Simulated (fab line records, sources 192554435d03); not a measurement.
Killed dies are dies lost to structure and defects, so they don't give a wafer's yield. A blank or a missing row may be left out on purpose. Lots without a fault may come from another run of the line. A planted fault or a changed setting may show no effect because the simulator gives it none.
Which tool did it? | flow n5_finfet | 23 lots, 69 wafers sampled, at 6 steps of a route of 1938

WHAT THE GAUGES READ, wafer by wafer
The record holds no reading of a measuring or inspecting step that can be judged against a usual standard deviation.

WHICH TOOL RAN EACH LOT (tool, then ch and the chambers of the sampled wafers, then the start)
lot  | N5_BEOL_M10_ETCH_65                | N5_BEOL_M10_STRIP_36               | N5_BEOL_M10_ALD_74                  | N5_BEOL_M10_DEP_56              | N5_BEOL_M11_ETCH_65                | N5_BEOL_M11_SPUTTER_48
L074 | rie_diel-01 ch 1,2,3, day 10 00:29 | rie_diel-01 ch 1,2,3, day 10 00:44 | ald_metal-03 ch 0,1,2, day 10 01:57 | pecvd-04 ch 0,2, day 10 04:22   | rie_diel-04 ch 0,3, day 10 07:42   | pvd_sputter-01, day 10 09:41
L075 | rie_diel-05 ch 0,3, day 10 07:35   | rie_diel-05 ch 0,3, day 10 07:56   | ald_metal-02 ch 0,3, day 10 09:13   | pecvd-01 ch 1,2, day 10 11:16   | rie_diel-02 ch 0,2, day 10 16:14   | pvd_sputter-03, day 10 18:05
L076 | rie_diel-01 ch 0,1,3, day 11 00:07 | rie_diel-01 ch 0,1,3, day 11 00:21 | ald_metal-01 ch 1,2,3, day 11 01:41 | pecvd-04 ch 0,1, day 11 03:18   | rie_diel-03 ch 1,2, day 11 07:43   | pvd_sputter-02, day 11 09:57
L077 | rie_diel-01 ch 0,1,3, day 11 05:22 | rie_diel-01 ch 0,1,3, day 11 05:36 | ald_metal-01 ch 0,2,3, day 11 06:34 | pecvd-01 ch 0,1, day 11 08:18   | rie_diel-03 ch 0,1,3, day 11 12:52 | pvd_sputter-01, day 11 14:43
L080 | rie_diel-06 ch 1,2,3, day 11 10:31 | rie_diel-06 ch 1,2,3, day 11 10:46 | ald_metal-02 ch 0,1,2, day 11 13:35 | pecvd-03 ch 0,2, day 11 15:05   | rie_diel-02 ch 0,1,3, day 11 21:13 | pvd_sputter-03, day 11 23:09
L078 | rie_diel-01 ch 1,3, day 11 15:02   | rie_diel-01 ch 1,3, day 11 15:16   | ald_metal-01 ch 0,2,3, day 11 16:26 | pecvd-01 ch 1,2, day 11 18:02   | rie_diel-03 ch 1,3, day 12 01:01   | pvd_sputter-02, day 12 02:50
L079 | rie_diel-05 ch 1,3, day 11 15:41   | rie_diel-05 ch 1,3, day 11 15:55   | ald_metal-03 ch 0,3, day 11 17:14   | pecvd-03 ch 0,1, day 11 18:36   | rie_diel-04 ch 0,3, day 12 01:46   | pvd_sputter-03, day 12 04:03
L081 | rie_diel-05 ch 0,2,3, day 12 01:11 | rie_diel-05 ch 0,2,3, day 12 01:25 | ald_metal-01 ch 0,3, day 12 02:26   | pecvd-01 ch 0,1, day 12 03:52   | rie_diel-02 ch 0,3, day 12 11:36   | pvd_sputter-01, day 12 13:34
L083 | rie_diel-06 ch 1,2,3, day 12 03:30 | rie_diel-06 ch 1,2,3, day 12 03:44 | ald_metal-01 ch 0,1,2, day 12 07:02 | pecvd-01 ch 0,1, day 12 08:28   | rie_diel-02 ch 0,2,3, day 12 14:05 | pvd_sputter-02, day 12 16:21
L082 | rie_diel-05 ch 0,2, day 12 10:35   | rie_diel-05 ch 0,2, day 12 10:50   | ald_metal-03 ch 0,2,3, day 12 11:59 | pecvd-01 ch 1,2, day 12 13:44   | rie_diel-03 ch 0,2, day 12 18:48   | pvd_sputter-03, day 12 20:51
L084 | rie_diel-06 ch 1,2,3, day 12 18:47 | rie_diel-06 ch 1,2,3, day 12 19:02 | ald_metal-03 ch 2,3, day 12 19:57   | pecvd-04 ch 1,2, day 12 21:22   | rie_diel-02 ch 0,1,2, day 13 02:38 | pvd_sputter-01, day 13 04:25
L085 | rie_diel-05 ch 0,1,2, day 12 19:16 | rie_diel-05 ch 0,1,2, day 12 19:30 | ald_metal-03 ch 2,3, day 12 20:43   | pecvd-03 ch 1,2, day 12 22:20   | rie_diel-04 ch 0,1, day 13 03:07   | pvd_sputter-01, day 13 06:20
L086 | rie_diel-01 ch 0,1, day 13 08:32   | rie_diel-01 ch 0,1, day 13 08:47   | ald_metal-01 ch 0,1,2, day 13 10:29 | pecvd-04 ch 1,2, day 13 11:59   | rie_diel-03 ch 1,2,3, day 13 15:52 | pvd_sputter-03, day 13 17:47
L087 | rie_diel-01 ch 1,3, day 13 12:10   | rie_diel-01 ch 1,3, day 13 12:24   | ald_metal-03 ch 2,3, day 13 13:23   | pecvd-03 ch 0,2, day 13 15:14   | rie_diel-02 ch 1,2,3, day 13 20:58 | pvd_sputter-02, day 13 23:02
L089 | rie_diel-01 ch 0,1,3, day 13 15:39 | rie_diel-01 ch 0,1,3, day 13 15:53 | ald_metal-02 ch 1,2, day 13 17:05   | pecvd-04 ch 0,1,2, day 13 18:37 | rie_diel-03 ch 0,3, day 13 22:48   | pvd_sputter-02, day 14 02:26
L088 | rie_diel-06 ch 0,1, day 13 20:22   | rie_diel-06 ch 0,1, day 13 20:37   | ald_metal-01 ch 2,3, day 13 21:42   | pecvd-01 ch 0,2, day 13 23:14   | rie_diel-03 ch 2,3, day 14 06:32   | pvd_sputter-03, day 14 08:59
L091 | rie_diel-01 ch 1,2,3, day 13 20:50 | rie_diel-01 ch 1,2,3, day 13 21:04 | ald_metal-01 ch 0,3, day 13 22:15   | pecvd-03 ch 0,1,2, day 14 00:08 | rie_diel-03 ch 1,2,3, day 14 06:05 | pvd_sputter-03, day 14 08:55
L090 | rie_diel-06 ch 1,2, day 14 06:07   | rie_diel-06 ch 1,2, day 14 06:22   | ald_metal-02 ch 1,2,3, day 14 07:49 | pecvd-03 ch 1,2, day 14 10:04   | rie_diel-02 ch 1,2, day 14 15:41   | pvd_sputter-01, day 14 17:22
L092 | rie_diel-01 ch 0,2,3, day 14 15:26 | rie_diel-01 ch 0,2,3, day 14 15:40 | ald_metal-01 ch 0,2, day 14 16:32   | pecvd-04 ch 1,2, day 14 18:27   | rie_diel-02 ch 1,2,3, day 14 22:48 | pvd_sputter-01, day 15 00:50
L093 | rie_diel-05 ch 0,1,2, day 14 22:48 | rie_diel-05 ch 0,1,2, day 14 23:02 | ald_metal-02 ch 1,3, day 15 00:41   | pecvd-04 ch 1,2, day 15 12:49   | rie_diel-03 ch 1,2,3, day 15 15:11 | pvd_sputter-03, day 15 17:03
L095 | rie_diel-05 ch 1,2,3, day 15 17:04 | rie_diel-05 ch 1,2,3, day 15 17:19 | ald_metal-02 ch 0,1,3, day 15 18:26 | pecvd-03 ch 0,1,2, day 15 20:03 | rie_diel-03 ch 0,1,3, day 15 23:34 | pvd_sputter-03, day 16 01:55
L096 | rie_diel-05 ch 0,1, day 16 09:30   | rie_diel-05 ch 0,1, day 16 09:44   | ald_metal-01 ch 0,1,2, day 16 11:00 | pecvd-03 ch 0,2, day 16 12:25   | rie_diel-02 ch 0,1,2, day 16 16:13 | pvd_sputter-02, day 16 19:11
L094 | rie_diel-05 ch 1,2, day 16 09:58   | rie_diel-05 ch 1,2, day 16 10:12   | ald_metal-03 ch 0,1,2, day 16 11:04 | pecvd-04 ch 0,1, day 16 12:41   | rie_diel-02 ch 0,1, day 16 19:01   | pvd_sputter-02, day 16 22:45
- N5_BEOL_M10_ETCH_65: etches SiARC in CF4, target depth 39 nm, time 65 s.
- N5_BEOL_M10_STRIP_36: strips in N2/H2.
- N5_BEOL_M10_ALD_74: deposits TaN, target thk 2 nm, pulse time 2 s, purge time 3 s.
- N5_BEOL_M10_DEP_56: deposits SiCN from 3MS/NH3, target thk 15 nm, time 26.5 s.
- N5_BEOL_M11_ETCH_65: etches SiARC in CF4, target depth 39 nm, time 65 s.
- N5_BEOL_M11_SPUTTER_48: material Cu, target thk 12 nm, time 2 s.

WHAT THE TOOLS THEMSELVES READ (means of the sampled wafers that have a number; where no wafer has one, the mark that the record gives instead)
N5_BEOL_M10_ETCH_65. Usual: drypump_motor_current_A 5.7 A, standard deviation 0.44; etch_rf_on_time_s 65.2 s, standard deviation 1.6; oes_product_au 0.68 a.u., standard deviation 0.086; rf_vpp_V 184.2 V, standard deviation 1.3; showerhead_plenum_p_Torr 2.15 Torr, standard deviation 0.09; throttle_valve_pct 15.61 %, standard deviation 0.26.
lot  | tool        | drypump_motor_current_A (A) | etch_rf_on_time_s (s) | oes_product_au (a.u.) | rf_vpp_V (V) | showerhead_plenum_p_Torr (Torr) | throttle_valve_pct (%) | flag
L074 | rie_diel-01 | 5.9                         | 66.2                  | 0.59                  | 184.9        | 2.14                            | 15.77                  |
L075 | rie_diel-05 | 5.2                         | 65.7                  | 0.61                  | 183.1        | 2.08                            | 15.78                  |
L076 | rie_diel-01 | 5.6                         | 65.4                  | 0.61                  | 184.0        | 2.13                            | 15.69                  |
L077 | rie_diel-01 | 5.6                         | 65.6                  | 0.61                  | 184.5        | 2.13                            | 15.70                  |
L080 | rie_diel-06 | 5.7                         | 63.9                  | 0.68                  | 184.9        | 2.13                            | 15.68                  |
L078 | rie_diel-01 | 5.8                         | 66.8                  | 0.59                  | 183.9        | 2.12                            | 15.90                  |
L079 | rie_diel-05 | 5.6                         | 65.1                  | 0.66                  | 183.9        | 2.17                            | 15.74                  |
L081 | rie_diel-05 | 5.3                         | 65.4                  | 0.67                  | 183.9        | 2.12                            | 15.64                  |
L083 | rie_diel-06 | 5.7                         | 64.3                  | 0.67                  | 183.5        | 2.13                            | 15.69                  |
L082 | rie_diel-05 | 5.4                         | 65.3                  | 0.73                  | 184.5        | 2.17                            | 15.47                  |
L084 | rie_diel-06 | 5.7                         | 64.4                  | 0.66                  | 184.1        | 2.12                            | 15.69                  |
L085 | rie_diel-05 | 5.8                         | 65.1                  | 0.72                  | 183.9        | 2.17                            | 15.62                  |
L086 | rie_diel-01 | 5.9                         | 67.1                  | 0.59                  | 184.0        | 2.13                            | 15.84                  |
L087 | rie_diel-01 | 5.6                         | 65.2                  | 0.73                  | 184.8        | 2.11                            | 15.49                  |
L089 | rie_diel-01 | 5.6                         | 66.0                  | 0.67                  | 183.6        | 2.12                            | 15.57                  |
L088 | rie_diel-06 | 5.9                         | 65.3                  | 0.71                  | 184.2        | 2.15                            | 15.61                  |
L091 | rie_diel-01 | 5.9                         | 64.9                  | 0.72                  | 183.8        | 2.14                            | 15.50                  |
L090 | rie_diel-06 | 5.7                         | 62.6                  | 0.83                  | 184.5        | 2.22                            | 15.36                  |
L092 | rie_diel-01 | 5.7                         | 64.4                  | 0.73                  | 185.1        | 2.14                            | 15.32                  |
L093 | rie_diel-05 | 5.8                         | 65.1                  | 0.69                  | 184.3        | 2.16                            | 15.66                  |
L095 | rie_diel-05 | 5.7                         | 64.6                  | 0.76                  | 184.7        | 2.22                            | 15.45                  |
L096 | rie_diel-05 | 5.7                         | 65.3                  | 0.64                  | 183.1        | 2.06                            | 15.90                  |
L094 | rie_diel-05 | 5.8                         | 65.0                  | 0.73                  | 185.1        | 2.26                            | 15.48                  |

N5_BEOL_M10_STRIP_36. Usual: bias_power_w 6.999 W, standard deviation 0.021; drypump_motor_current_A 5.7 A, standard deviation 0.44; oes_product_au 0.80 a.u., standard deviation 0.1; rf_vpp_V 59.3 V, standard deviation 1.6; showerhead_plenum_p_Torr 2.55 Torr, standard deviation 0.11; throttle_valve_pct 23.6 %, standard deviation 0.35.
lot  | tool        | bias_power_w (W) | drypump_motor_current_A (A) | oes_product_au (a.u.) | rf_vpp_V (V) | showerhead_plenum_p_Torr (Torr) | throttle_valve_pct (%) | flag
L074 | rie_diel-01 | 6.996            | 5.9                         | 0.69                  | 58.6         | 2.55                            | 23.6                   |
L075 | rie_diel-05 | 6.981            | 5.2                         | 0.71                  | 59.0         | 2.44                            | 23.7                   |
L076 | rie_diel-01 | 6.996            | 5.6                         | 0.72                  | 59.0         | 2.53                            | 23.7                   |
L077 | rie_diel-01 | 6.979            | 5.6                         | 0.72                  | 57.9         | 2.53                            | 23.7                   |
L080 | rie_diel-06 | 7.001            | 5.7                         | 0.79                  | 58.5         | 2.51                            | 23.6                   |
L078 | rie_diel-01 | 6.990            | 5.8                         | 0.69                  | 60.7         | 2.52                            | 23.9                   |
L079 | rie_diel-05 | 7.013            | 5.6                         | 0.77                  | 59.4         | 2.56                            | 23.7                   |
L081 | rie_diel-05 | 7.019            | 5.3                         | 0.78                  | 60.1         | 2.51                            | 23.7                   |
L083 | rie_diel-06 | 6.991            | 5.7                         | 0.78                  | 58.7         | 2.51                            | 23.7                   |
L082 | rie_diel-05 | 7.005            | 5.4                         | 0.85                  | 61.4         | 2.58                            | 23.5                   |
L084 | rie_diel-06 | 6.978            | 5.7                         | 0.78                  | 57.7         | 2.50                            | 23.7                   |
L085 | rie_diel-05 | 7.000            | 5.8                         | 0.84                  | 59.2         | 2.58                            | 23.8                   |
L086 | rie_diel-01 | 6.987            | 5.9                         | 0.70                  | 60.0         | 2.52                            | 23.8                   |
L087 | rie_diel-01 | 7.008            | 5.6                         | 0.87                  | 58.9         | 2.51                            | 23.5                   |
L089 | rie_diel-01 | 6.996            | 5.6                         | 0.78                  | 60.0         | 2.52                            | 23.6                   |
L088 | rie_diel-06 | 6.989            | 5.9                         | 0.83                  | 59.6         | 2.54                            | 23.9                   |
L091 | rie_diel-01 | 7.001            | 5.9                         | 0.85                  | 58.7         | 2.54                            | 23.4                   |
L090 | rie_diel-06 | 6.998            | 5.7                         | 0.95                  | 59.2         | 2.64                            | 23.5                   |
L092 | rie_diel-01 | 6.997            | 5.7                         | 0.86                  | 59.8         | 2.54                            | 23.3                   |
L093 | rie_diel-05 | 7.004            | 5.8                         | 0.81                  | 60.4         | 2.57                            | 23.8                   |
L095 | rie_diel-05 | 6.999            | 5.7                         | 0.90                  | 59.4         | 2.62                            | 23.5                   |
L096 | rie_diel-05 | 6.980            | 5.7                         | 0.74                  | 57.1         | 2.45                            | 24.2                   |
L094 | rie_diel-05 | 6.996            | 5.8                         | 0.87                  | 59.8         | 2.69                            | 23.4                   |

N5_BEOL_M10_ALD_74. Usual: heater_power_w 404 W, standard deviation 43.
lot  | tool         | heater_power_w (W) | flag
L074 | ald_metal-03 | 426                |
L075 | ald_metal-02 | 393                |
L076 | ald_metal-01 | 354                |
L077 | ald_metal-01 | 386                |
L080 | ald_metal-02 | 395                |
L078 | ald_metal-01 | 386                |
L079 | ald_metal-03 | 429                |
L081 | ald_metal-01 | 410                |
L083 | ald_metal-01 | 375                |
L082 | ald_metal-03 | 436                |
L084 | ald_metal-03 | 446                |
L085 | ald_metal-03 | 443                |
L086 | ald_metal-01 | 371                |
L087 | ald_metal-03 | 442                |
L089 | ald_metal-02 | 431                |
L088 | ald_metal-01 | 369                |
L091 | ald_metal-01 | 394                |
L090 | ald_metal-02 | 438                |
L092 | ald_metal-01 | 375                |
L093 | ald_metal-02 | 459                |
L095 | ald_metal-02 | 417                |
L096 | ald_metal-01 | 372                |
L094 | ald_metal-03 | 438                |

N5_BEOL_M10_DEP_56. Usual: showerhead_plenum_p_Torr 3.660 Torr, standard deviation 0.014; throttle_valve_pct 9.1 %, standard deviation 0.38.
lot  | tool     | showerhead_plenum_p_Torr (Torr) | throttle_valve_pct (%) | flag
L074 | pecvd-04 | 3.654                           | 9.2                    |
L075 | pecvd-01 | 3.666                           | 8.9                    |
L076 | pecvd-04 | 3.655                           | 9.0                    |
L077 | pecvd-01 | 3.649                           | 9.1                    |
L080 | pecvd-03 | 3.663                           | 9.2                    |
L078 | pecvd-01 | 3.670                           | 9.0                    |
L079 | pecvd-03 | 3.657                           | 9.4                    |
L081 | pecvd-01 | 3.651                           | 9.2                    |
L083 | pecvd-01 | 3.651                           | 9.0                    |
L082 | pecvd-01 | 3.660                           | 9.0                    |
L084 | pecvd-04 | 3.642                           | 8.9                    |
L085 | pecvd-03 | 3.682                           | 8.6                    |
L086 | pecvd-04 | 3.645                           | 9.4                    |
L087 | pecvd-03 | 3.668                           | 9.2                    |
L089 | pecvd-04 | 3.650                           | 9.2                    |
L088 | pecvd-01 | 3.676                           | 9.1                    |
L091 | pecvd-03 | 3.668                           | 8.9                    |
L090 | pecvd-03 | 3.671                           | 8.9                    |
L092 | pecvd-04 | 3.647                           | 9.2                    |
L093 | pecvd-04 | 3.642                           | 9.3                    |
L095 | pecvd-03 | 3.671                           | 9.1                    |
L096 | pecvd-03 | 3.664                           | 9.0                    |
L094 | pecvd-04 | 3.649                           | 9.1                    |

N5_BEOL_M11_ETCH_65. Usual: drypump_motor_current_A 5.8 A, standard deviation 0.52; etch_rf_on_time_s 65.3 s, standard deviation 1.5; oes_product_au 0.67 a.u., standard deviation 0.064; rf_vpp_V 184.4 V, standard deviation 1.1; showerhead_plenum_p_Torr 2.16 Torr, standard deviation 0.064; throttle_valve_pct 15.6 %, standard deviation 0.3.
lot  | tool        | drypump_motor_current_A (A) | etch_rf_on_time_s (s) | oes_product_au (a.u.) | rf_vpp_V (V) | showerhead_plenum_p_Torr (Torr) | throttle_valve_pct (%) | flag
L074 | rie_diel-04 | 5.7                         | 63.0                  | 0.77                  | 184.7        | 2.16                            | 15.3                   |
L075 | rie_diel-02 | 5.6                         | 65.6                  | 0.64                  | 184.1        | 2.14                            | 15.6                   |
L076 | rie_diel-03 | 5.7                         | 66.0                  | 0.63                  | 183.5        | 2.08                            | 15.8                   |
L077 | rie_diel-03 | 5.8                         | 65.7                  | 0.66                  | 184.5        | 2.14                            | 15.6                   |
L080 | rie_diel-02 | 5.7                         | 65.1                  | 0.67                  | 185.6        | 2.17                            | 15.6                   |
L078 | rie_diel-03 | 5.9                         | 65.2                  | 0.66                  | 184.7        | 2.11                            | 15.7                   |
L079 | rie_diel-04 | 5.7                         | 64.7                  | 0.68                  | 184.7        | 2.14                            | 15.7                   |
L081 | rie_diel-02 | 5.6                         | 64.5                  | 0.64                  | 183.5        | 2.16                            | 15.8                   |
L083 | rie_diel-02 | 6.1                         | 64.8                  | 0.68                  | 184.8        | 2.18                            | 15.5                   |
L082 | rie_diel-03 | 5.3                         | 66.5                  | 0.65                  | 184.5        | 2.14                            | 15.8                   |
L084 | rie_diel-02 | 5.7                         | 64.0                  | 0.67                  | 184.3        | 2.14                            | 15.5                   |
L085 | rie_diel-04 | 6.1                         | 66.1                  | 0.60                  | 184.7        | 2.17                            | 15.6                   |
L086 | rie_diel-03 | 5.5                         | 66.6                  | 0.65                  | 184.5        | 2.15                            | 15.7                   |
L087 | rie_diel-02 | 6.2                         | 64.5                  | 0.71                  | 185.4        | 2.19                            | 15.3                   |
L089 | rie_diel-03 | 5.8                         | 66.8                  | 0.64                  | 184.6        | 2.17                            | 15.6                   |
L088 | rie_diel-03 | 5.2                         | 67.2                  | 0.66                  | 184.3        | 2.18                            | 15.7                   |
L091 | rie_diel-03 | 5.5                         | 66.5                  | 0.65                  | 184.0        | 2.14                            | 15.7                   |
L090 | rie_diel-02 | 6.2                         | 64.9                  | 0.69                  | 184.2        | 2.16                            | 15.2                   |
L092 | rie_diel-02 | 6.2                         | 64.4                  | 0.70                  | 184.6        | 2.19                            | 15.3                   |
L093 | rie_diel-03 | 5.5                         | 65.5                  | 0.65                  | 184.0        | 2.14                            | 15.7                   |
L095 | rie_diel-03 | 5.8                         | 66.2                  | 0.63                  | 183.6        | 2.13                            | 15.7                   |
L096 | rie_diel-02 | 5.7                         | 65.2                  | 0.72                  | 183.8        | 2.14                            | 15.4                   |
L094 | rie_diel-02 | 5.3                         | 64.5                  | 0.71                  | 184.5        | 2.13                            | 15.4                   |

N5_BEOL_M11_SPUTTER_48. Usual: substrate_temp_c -20.02 C, standard deviation 0.11; throttle_valve_pct 29.9 %, standard deviation 1.4.
lot  | tool           | substrate_temp_c (C) | throttle_valve_pct (%) | flag
L074 | pvd_sputter-01 | -20.05               | 29.3                   |
L075 | pvd_sputter-03 | -19.90               | 29.1                   |
L076 | pvd_sputter-02 | -20.16               | 31.2                   |
L077 | pvd_sputter-01 | -20.11               | 29.9                   |
L080 | pvd_sputter-03 | -19.98               | 30.3                   |
L078 | pvd_sputter-02 | -19.97               | 32.2                   |
L079 | pvd_sputter-03 | -19.98               | 31.2                   |
L081 | pvd_sputter-01 | -19.92               | 29.8                   |
L083 | pvd_sputter-02 | -20.08               | 28.9                   |
L082 | pvd_sputter-03 | -20.00               | 29.1                   |
L084 | pvd_sputter-01 | -19.90               | 30.0                   |
L085 | pvd_sputter-01 | -20.04               | 29.7                   |
L086 | pvd_sputter-03 | -20.00               | 30.6                   |
L087 | pvd_sputter-02 | -19.98               | 29.4                   |
L089 | pvd_sputter-02 | -20.00               | 30.2                   |
L088 | pvd_sputter-03 | -19.97               | 29.1                   |
L091 | pvd_sputter-03 | -20.15               | 31.2                   |
L090 | pvd_sputter-01 | -20.09               | 29.8                   |
L092 | pvd_sputter-01 | -20.03               | 29.6                   |
L093 | pvd_sputter-03 | -19.96               | 30.4                   |
L095 | pvd_sputter-03 | -20.02               | 30.6                   |
L096 | pvd_sputter-02 | -19.95               | 30.8                   |
L094 | pvd_sputter-02 | -20.05               | 28.8                   |

THE ANSWER, worked out from the rows above alone
Rule: a lot is off if the mean of its wafers that have a number lies more than 3 standard deviations from the usual mean. A lot without any number at a reading at which 4 lots or more have one is off too. The other lots that the step has rows for count as sound. The gauges are gone through in route order, then the tools' own readings, and for those a lot's mean is taken as printed above. The first step at which some lot is off is used, and at that step the reading that is off furthest; a lot without a number counts as furthest.
No lot is off at any reading shown: from this, nothing can be told.

WHAT THE SIMULATOR HAD PUT IN
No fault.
